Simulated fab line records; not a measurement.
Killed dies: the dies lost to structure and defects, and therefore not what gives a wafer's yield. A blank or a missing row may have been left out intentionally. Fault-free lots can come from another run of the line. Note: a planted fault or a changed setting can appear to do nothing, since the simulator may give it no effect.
A struck lot beside a sound one -- flow nand_harc -- 19 steps out of a route of 1302
Sound: the wafers L652.3, L652.5, L652.6. Wafers L660.1, L660.4, L660.5 were the ones struck. The cause is named last.
Per side, at each step with rows, come the tool, then ch with its chambers, and then its first start. Under that, the readings that differ: sound wafers -- struck wafers -- difference of the means -- sigmas: that difference in standard deviations of wafers without a fault.
alike: same words and numbers on both sides, and readings whose means sit less than 2 such deviations apart. not compared: any withheld reading, any reading some wafer has no value for, any bound like >300 that may hide the same value, and any number with overlapping values for which the record gives no deviation.
A row with sigmas, a row that says differs or no value, or rows on one side alone: a step with any of these is where the two part. Numbers that don't overlap but have no deviation are shown without sigmas and don't part them. A reading missing from all wafers of one side parts the sides only when that side holds two or more wafers.

NHARC_P_ZERO_WELL_CD_MEAS_11: target cd 500 nm.
  sound on cd_sem-02 ch 0, day 4 09:11; struck on cd_sem-02 ch 0, day 7 17:15
reading,sound,struck,difference,sigmas
cd_nm (nm),502 501 500,493 492 496,-7,-2
then, 1 step without rows for these wafers: NHARC_P_ZERO_WELL_HARDBAKE_12 (time 65 s).
NHARC_P_ZERO_WELL_DESCUM_13: chemistry O2, time 3 s.
  sound on rie_diel-02 ch 1,2, day 4 09:26; struck on rie_diel-01 ch 0,1,2, day 7 17:31
  alike: chamber_pressure_mTorr, drypump_motor_current_A, o2_flow_sccm, oes_product_au, rf_vpp_V, showerhead_plenum_p_Torr, throttle_valve_pct
  not compared: rf_hours_counter_h
NHARC_P_ZERO_WELL_ETCH_65: etches the open film in N2/H2, target depth 80 nm, overetch 24 nm, time 87.88 s.
  sound on rie_diel-02 ch 0,1,2, day 4 09:32; struck on rie_diel-01 ch 0,1,2, day 7 17:36
  alike: chamber_pressure_mTorr, drypump_motor_current_A, oes_product_au, rf_vpp_V, showerhead_plenum_p_Torr, throttle_valve_pct
  not compared: rf_hours_counter_h
NHARC_P_ZERO_WELL_ETCH_62: etches the open film in CHF3/Ar, target depth 13 nm, time 6.5 s.
  sound on rie_diel-02 ch 0,1,2; struck on rie_diel-01 ch 0,3
  alike: chamber_pressure_mTorr, drypump_motor_current_A, oes_product_au, rf_vpp_V, showerhead_plenum_p_Torr, throttle_valve_pct
  not compared: rf_hours_counter_h
NHARC_P_ZERO_WELL_ETCH_63: etches the open film in HBr/Cl2, target depth 120 nm, time 40.1 s.
  sound on rie_si-06 ch 0,1,3, day 4 09:49; struck on rie_si-01 ch 0,2,3, day 7 17:50
  alike: chamber_pressure_mTorr, drypump_motor_current_A, oes_product_au, throttle_valve_pct
  not compared: rf_hours_counter_h
then, 6 steps without rows for these wafers: NHARC_P_ZERO_WELL_STRIP_15 (strips in SPM, time 900 s); NHARC_P_ZERO_WELL_DEHYDRATE_16 (time 120 s); NHARC_P_ZERO_WELL_HMDS_17 (time 30 s); NHARC_P_ZERO_WELL_COAT_18; NHARC_P_ZERO_WELL_SOFTBAKE_19 (time 95 s); NHARC_P_ZERO_WELL_EBR_20.
NHARC_P_ZERO_WELL_EXPOSE_21: exposes mask P NWELL, target cd 720 nm.
  sound on krf_scanner-02 ch 0, day 4 10:37; struck on krf_scanner-03 ch 0, day 7 18:35
reading,sound,struck,difference,sigmas
mask,P_NWELL#0 P_NWELL#0 P_NWELL#0,P_NWELL_R1#0 P_NWELL_R1#0 P_NWELL_R1#0,differs,
then, 2 steps without rows for these wafers: NHARC_P_ZERO_WELL_PEB_22 (peb time 85 s); NHARC_P_ZERO_WELL_DEVELOP_23 (time 70 s).
NHARC_P_ZERO_WELL_CD_MEAS_24: target cd 720 nm.
  sound on cd_sem-03 ch 0, day 4 10:46; struck on cd_sem-02 ch 0, day 7 18:45
reading,sound,struck,difference,sigmas
cd_nm (nm),717 723 722,700 700 705,-19,-6
then, 1 step without rows for these wafers: NHARC_P_ZERO_WELL_HARDBAKE_25 (time 80 s).
NHARC_P_ZERO_WELL_DESCUM_26: chemistry O2, time 3 s.
  sound on rie_diel-02 ch 0,2, day 4 10:56; struck on rie_diel-01 ch 0,3, day 7 18:55
reading,sound,struck,difference,sigmas
model.P_ZERO_WELL.cd_nm (nm),717.8 723.8 722,699.9 698.5 703.8,-20.5,
  alike: chamber_pressure_mTorr, drypump_motor_current_A, o2_flow_sccm, oes_product_au, rf_vpp_V, showerhead_plenum_p_Torr, throttle_valve_pct
  not compared: rf_hours_counter_h
after that, 1 step had no rows for these wafers: NHARC_P_ZERO_WELL_IMPLANT_27.

WHERE THEY PART
At NHARC_P_ZERO_WELL_CD_MEAS_11 first; at NHARC_P_ZERO_WELL_CD_MEAS_24 last (within this record only). Later steps at which nothing parts them and some readings are alike: NHARC_P_ZERO_WELL_DESCUM_26.

WHY: what the simulator had put in
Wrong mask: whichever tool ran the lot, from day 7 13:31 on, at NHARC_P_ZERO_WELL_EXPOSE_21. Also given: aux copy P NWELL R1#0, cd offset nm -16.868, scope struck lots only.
